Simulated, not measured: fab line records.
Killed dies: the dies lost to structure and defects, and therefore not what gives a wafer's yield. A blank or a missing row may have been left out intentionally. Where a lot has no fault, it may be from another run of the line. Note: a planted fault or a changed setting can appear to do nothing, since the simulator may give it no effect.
Chamber matching :: flow n5-finfet :: ald-metal-02 running N5_BEOL_M6_ALD_77: 4 sister chambers
The step deposits TaN, target thk 2 nm, pulse time 2 s, purge time 3 s. 4 wafers are shown with their chamber, then 8 later ones without.

== WAFERS, EACH WITH ITS CHAMBER ==
wafer: L086.5
chamber: 3
heater-power-w (W): 374

wafer: L089.2
chamber: 2
heater-power-w (W): 342

wafer: L089.6
chamber: 0
heater-power-w (W): 473

wafer: L093.1
chamber: 1
heater-power-w (W): 335

== WAFERS WITHOUT THEIR CHAMBER ==
wafer: L093.4
heater-power-w (W): 351

wafer: L093.6
heater-power-w (W): 338

wafer: L095.2
heater-power-w (W): 344

wafer: L095.5
heater-power-w (W): 422

wafer: L095.6
heater-power-w (W): 348

wafer: L097.2
heater-power-w (W): 343

wafer: L097.3
heater-power-w (W): 422

wafer: L097.6
heater-power-w (W): 418

== CHAMBER TAKEN BY EACH ==
wafer: L093.4
from the rows above: can't be placed: 2 or 1 or 3
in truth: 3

wafer: L093.6
from the rows above: can't be placed: 1 or 2 or 3
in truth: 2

wafer: L095.2
from the rows above: can't be placed: 2 or 1 or 3
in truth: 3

wafer: L095.5
from the rows above: can't be placed: 3 or 0 or 2 or 1
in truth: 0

wafer: L095.6
from the rows above: can't be placed: 2 or 1 or 3
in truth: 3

wafer: L097.2
from the rows above: can't be placed: 2 or 1 or 3
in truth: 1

wafer: L097.3
from the rows above: can't be placed: 3 or 0 or 2 or 1
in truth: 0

wafer: L097.6
from the rows above: can't be placed: 3 or 0 or 2 or 1
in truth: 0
Correctly placed: 0 of 8. Can't be placed from these rows: 8 (the true chamber is among the candidates in 8). Number placed wrongly: 0.
How it was worked out, from the rows above alone: a wafer's distance from a chamber is the root of the sum, over the readings, of the square of ((its reading less the chamber's mean) divided by the reading's scatter). If the next closest chamber is less than 2 further off than the closest, the wafer can't be placed; otherwise it belongs to the closest. A chamber's mean is the mean of its shown wafers. The scatter: with one shown wafer a chamber, the root of the mean of the squares of how far each hidden wafer lies from its nearest shown one.
